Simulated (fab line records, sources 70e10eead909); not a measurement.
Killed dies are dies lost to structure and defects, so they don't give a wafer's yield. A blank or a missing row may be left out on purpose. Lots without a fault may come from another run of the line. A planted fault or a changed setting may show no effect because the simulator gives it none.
fab line records | flow nand_harc | part 2 of 2: steps 5 to 6 of 6
record lots=24 wafers=72 last_day=25
route steps=1159 shown A_STAIRCASE@552
lots that met no fault: from a run of the same line without faults
start_h: hours from the record's first day to the start of the lot's first wafer shown | wait_h: hours since the lot's step before | " the same as in the row above | L1.1+2: a row that stands for several wafers | - no value, or no start given | * or withheld: withheld | < > ~ a bound
route shown NAME@n: a module of which the file shows steps, and the number in the route of the first | usual: mean/standard deviation of fault-free wafers | same: alike in all rows | chamber/n: place in a boat | sites: the reading at each site | _std_site: their standard deviation | _edge_site: outer sites' mean less inner sites' | radius_mm: how far each site lies from the wafer's centre | mask NAME#n: copy n | behind: the tool/chamber that last shaped the wafer | hold: why the lot was held/for how many hours/how that ended | device: the transistor (n, p or np) that didn't switch | end of line: the same wafers' tests at the end of the route | a step without rows: its recipe alone | killed: dies lost to structure and defects at the first sort, not the wafer's yield | map: a wafer's dies, x killed, . not, _ none there
set.NAME: the setting as run; set.NAME@STEP: as run at that earlier step | model.NAME: the simulator's own value behind a step, which no gauge read
steps of the route over a sample of lots; a table a step, a row a wafer
services: from which hour (start_h, from the record's first day; less than 0 if before it) a tool's chamber was out of use, for how many hours, and why
## steps
# step NHARC_A_STAIRCASE_STRIP_295
# recipe o2_flow_sccm=500 ar_flow_sccm=0 bias_w=0 chemistry=O2
# usual drypump_motor_current_A=5.8/0.49 oes_product_au=1.000/0.013 rf_vpp_V=57.7/0.89 showerhead_plenum_p_Torr=3.51/0.15 throttle_valve_pct=17.037/0.0087
# columns lot.wafer tool chamber start_h wait_h drypump_motor_current_A oes_product_au rf_hours_counter_h rf_vpp_V showerhead_plenum_p_Torr throttle_valve_pct
L075.2 rie_diel-10 1 - - 6.3 1.000 34 56.3 3.27 17.038
L075.4 " 3 " " 6.0 0.995 - 56.5 3.62 17.042
L075.5 " 2 " " 5.6 1.011 - 56.9 3.43 17.033
L074.2 rie_diel-10 1 - - 6.3 1.014 35 55.6 3.27 17.055
L074.5 " 1 " " 6.3 1.010 - 58.9 3.27 17.022
L074.4 " 3 " " 6.0 1.005 - 57.3 3.62 17.036
L077.1 rie_diel-11 0 - - 6.1 1.003 30 58.6 3.57 17.032
L077.4 " 1 " " 5.2 0.977 31 56.6 3.33 17.043
L077.6 " 3 " " 5.9 1.004 - 58.2 3.49 17.037
L076.2 rie_diel-10 2 - - 5.6 0.996 38 57.0 3.43 17.029
L076.1 " 0 " " 6.3 0.996 7 58.3 3.73 17.043
L076.5 " 2 " " 5.6 1.003 - 57.1 3.43 17.039
L078.1 rie_diel-11 3 - - 5.9 1.006 32 57.5 3.49 17.030
L078.3 " 2 " " 6.5 0.994 8 57.5 3.58 17.031
L078.5 " 0 " " 6.1 0.999 - 57.2 3.57 17.029
L079.4 rie_diel-11 1 - - 5.2 0.981 39 58.0 3.32 17.049
L079.5 " 2 " " 6.6 1.010 - 58.0 3.57 17.033
L079.6 " 3 " " 5.9 1.002 - 57.9 3.48 17.034
L080.3 rie_diel-11 1 - - 5.2 0.959 40 55.8 3.32 17.041
L080.4 " 2 " " 6.5 0.982 14 57.1 3.57 17.040
L080.5 " 1 " " 5.2 0.966 - 57.6 3.32 17.029
L082.2 rie_diel-13 3 - - 5.0 1.022 7 56.6 3.33 17.039
L082.3 " 1 " " 5.6 0.990 6 57.4 3.43 17.019
L082.5 " 3 " " 5.0 1.031 - 57.5 3.33 17.026
L083.3 rie_diel-11 1 - - 5.2 0.969 45 56.7 3.32 17.034
L083.2 " 3 " " 5.9 1.001 42 58.0 3.48 17.033
L083.1 " 0 " " 6.1 0.990 44 57.6 3.56 17.031
L081.3 rie_diel-10 2 - - 5.6 1.007 54 58.3 3.42 17.035
L081.2 " 3 " " 6.0 0.993 57 57.8 3.61 17.045
L081.5 " 1 " " 6.3 0.997 - 56.3 3.26 17.051
L085.1 rie_diel-11 0 - - 6.1 0.997 46 59.8 3.56 17.028
L085.2 " 2 " " 6.5 0.991 21 57.5 3.57 17.040
L085.6 " 1 " " 5.2 0.980 - 56.9 3.32 17.027
L084.3 rie_diel-11 2 - - 6.5 1.001 23 58.0 3.57 17.047
L084.1 " 0 " " 6.1 1.006 48 57.3 3.56 17.041
L084.2 " 1 " " 5.2 0.986 49 57.5 3.32 17.018
L088.4 rie_diel-11 1 - - 5.2 0.972 55 57.1 3.32 17.047
L088.1 " 2 " " 6.5 0.995 29 58.0 3.56 17.044
L088.2 " 0 " " 6.1 1.001 54 57.8 3.55 17.025
L086.3 rie_diel-11 2 - - 6.5 0.993 30 57.3 3.56 17.036
L086.1 " 1 " " 5.2 0.983 56 57.4 3.32 17.036
L086.6 " 3 " " 5.9 1.008 - 57.5 3.48 17.028
L087.4 rie_diel-13 1 - - 5.6 0.991 19 57.9 3.43 17.038
L087.3 " 2 " " 5.5 1.000 19 58.5 3.67 17.037
L087.5 " 0 " " 5.3 1.025 - 59.8 3.80 17.055
L090.3 rie_diel-11 2 - - 6.5 0.999 35 58.5 3.56 17.039
L090.2 " 3 " " 5.9 1.008 57 58.7 3.47 17.039
L090.4 " 0 " " 6.0 1.000 59 59.1 3.55 17.033
L089.2 rie_diel-13 2 - - 5.4 0.989 21 58.2 3.67 17.037
L089.1 " 3 " " 4.9 1.015 22 56.8 3.32 17.031
L089.5 " 2 " " 5.4 0.988 - 57.7 3.67 17.037
L092.1 rie_diel-13 3 - - 5.0 1.012 28 56.9 3.32 17.025
L092.3 " 1 " " 5.6 1.000 31 57.1 3.42 17.039
L092.5 " 2 " " 5.4 0.983 - 58.7 3.67 17.029
L091.2 rie_diel-13 3 - - 4.9 1.023 29 58.2 3.32 17.025
L091.1 " 1 " " 5.6 1.009 31 57.5 3.42 17.030
L091.6 " 3 " " 5.0 1.018 - 57.2 3.32 17.039
L093.3 rie_diel-10 2 - - 5.6 1.017 1 57.6 3.41 17.030
L093.5 " 3 " " 6.0 1.007 - 58.8 3.60 17.037
L093.6 " 0 " " 6.3 0.994 - 58.7 3.71 17.043
L094.2 rie_diel-13 3 - - 5.0 1.016 38 58.2 3.32 17.020
L094.4 " 0 " " 5.2 1.023 39 57.8 3.79 17.056
L094.3 " 2 " " 5.5 0.993 41 58.0 3.66 17.045
L095.2 rie_diel-11 1 - - 5.2 1.015 7 56.7 3.31 17.040
L095.4 " 2 " " 6.5 0.998 9 57.4 3.55 17.032
L095.5 " 3 " " 5.9 0.998 - 57.8 3.46 17.039
L096.1 rie_diel-13 2 - - 5.4 0.990 45 57.5 3.66 17.037
L096.4 " 3 " " 5.0 1.005 41 56.6 3.31 17.028
L096.3 " 0 " " 5.2 1.010 41 57.4 3.78 17.057
L097.4 rie_diel-10 1 - - 6.3 1.002 18 57.1 3.80 17.039
L097.3 " 0 " " 6.3 1.007 18 59.7 3.70 17.043
L097.6 " 2 " " 5.6 0.999 - 59.1 3.40 17.046
# step NHARC_A_STAIRCASE_HM_DEP_462
# recipe target_thk_a=8000 temp_c=400 material=aC
# usual throttle_valve_pct=34.999/0.0086
# columns lot.wafer tool chamber start_h wait_h throttle_valve_pct
L075.2 acl_dep-03 0 253.02 0.7 34.996
L075.4 " 0 " " 34.989
L075.5 " 0 " " 34.989
L074.2 acl_dep-03 0 255.13 0.4 35.006
L074.4 " 0 " " 34.992
L074.5 " 0 " " 34.987
L077.1 acl_dep-02 0 270.36 0.3 35.004
L077.4 " 0 " " 35.008
L077.6 " 0 " " 34.993
L076.1 acl_dep-03 0 273.69 2.4 34.988
L076.2 " 0 " " 34.973
L076.5 " 0 " " 35.003
L078.1 acl_dep-03 0 280.48 0.8 35.002
L078.3 " 0 " " 34.997
L078.5 " 0 " " 35.001
L079.4 acl_dep-01 0 288.50 1.0 35.004
L079.5 " 0 " " 34.999
L079.6 " 0 " " 34.999
L080.3 acl_dep-03 0 290.68 0.7 35.006
L080.4 " 0 " " 35.004
L080.5 " 0 " " 34.989
L082.2 acl_dep-02 0 303.99 4.2 34.997
L082.3 " 0 " " 35.004
L082.5 " 0 " " 35.002
L083.1 acl_dep-03 0 304.00 3.7 34.989
L083.2 " 0 " " 35.003
L083.3 " 0 " " 34.994
L081.2 acl_dep-02 0 312.06 6.1 35.009
L081.3 " 0 " " 35.008
L081.5 " 0 " " 34.992
L085.1 acl_dep-03 0 313.69 0.6 34.999
L085.2 " 0 " " 35.001
L085.6 " 0 315.23 2.1 35.007
L084.1 acl_dep-02 0 318.15 0.8 35.002
L084.2 " 0 " " 34.997
L084.3 " 0 " " 35.002
L088.1 acl_dep-01 0 332.42 0.1 34.995
L088.2 " 0 " " 34.984
L088.4 " 0 " " 34.998
L086.1 acl_dep-02 0 334.55 0.1 34.994
L086.3 " 0 " " 35.002
L086.6 " 0 " " 34.994
L087.3 acl_dep-03 0 337.94 0.7 35.006
L087.4 " 0 " " 34.988
L087.5 " 0 " " 34.997
L090.2 acl_dep-02 0 345.60 0.4 35.000
L090.3 " 0 " " 35.002
L090.4 " 0 " " 34.988
L089.1 acl_dep-02 0 347.17 1.7 35.000
L089.2 " 0 " " 35.001
L089.5 " 0 " " 34.996
L092.1 acl_dep-02 0 366.95 4.5 34.999
L092.3 " 0 " " 35.007
L092.5 " 0 " " 35.000
L091.1 acl_dep-02 0 368.80 4.3 34.993
L091.2 " 0 " " 35.015
L091.6 " 0 370.30 5.8 34.998
L093.3 acl_dep-03 0 371.84 1.8 34.999
L093.5 " 0 " " 34.995
L093.6 " 0 " " 34.993
L094.2 acl_dep-02 0 388.61 0.4 35.009
L094.3 " 0 " " 34.991
L094.4 " 0 " " 35.017
L095.2 acl_dep-01 0 396.25 1.5 35.013
L095.4 " 0 " " 35.002
L095.5 " 0 " " 34.993
L096.1 acl_dep-02 0 397.52 1.8 34.997
L096.3 " 0 " " 35.016
L096.4 " 0 " " 35.000
L097.3 acl_dep-02 0 407.54 0.8 35.007
L097.4 " 0 " " 34.997
L097.6 " 0 " " 34.997
## services
# columns tool chamber start_h hours kind
rie_diel-10 2 206.85 1.4 repair
rie_diel-13 3 214.06 10.1 repair
rie_diel-11 0 223.21 - clean
rie_diel-11 1 223.21 - clean
rie_diel-11 2 223.21 - clean
rie_diel-11 3 223.21 - clean
acl_dep-03 - 223.85 13.0 pm
rie_diel-11 - 237.80 0.4 repair
rie_diel-11 0 247.79 - clean
rie_diel-11 1 247.79 - clean
rie_diel-11 2 247.79 - clean
rie_diel-11 3 247.79 - clean
rie_diel-11 0 272.29 - clean
rie_diel-11 1 272.29 - clean
rie_diel-11 2 272.29 - clean
rie_diel-11 3 272.29 - clean
acl_dep-01 - 293.16 13.0 pm
rie_diel-11 0 296.81 - clean
rie_diel-10 2 344.04 9.2 repair
acl_dep-02 - 350.13 13.0 pm
rie_diel-10 - 353.50 9.0 pm
rie_diel-11 - 366.65 9.0 pm
rie_diel-10 3 373.61 6.9 repair
acl_dep-03 - 406.43 13.0 pm
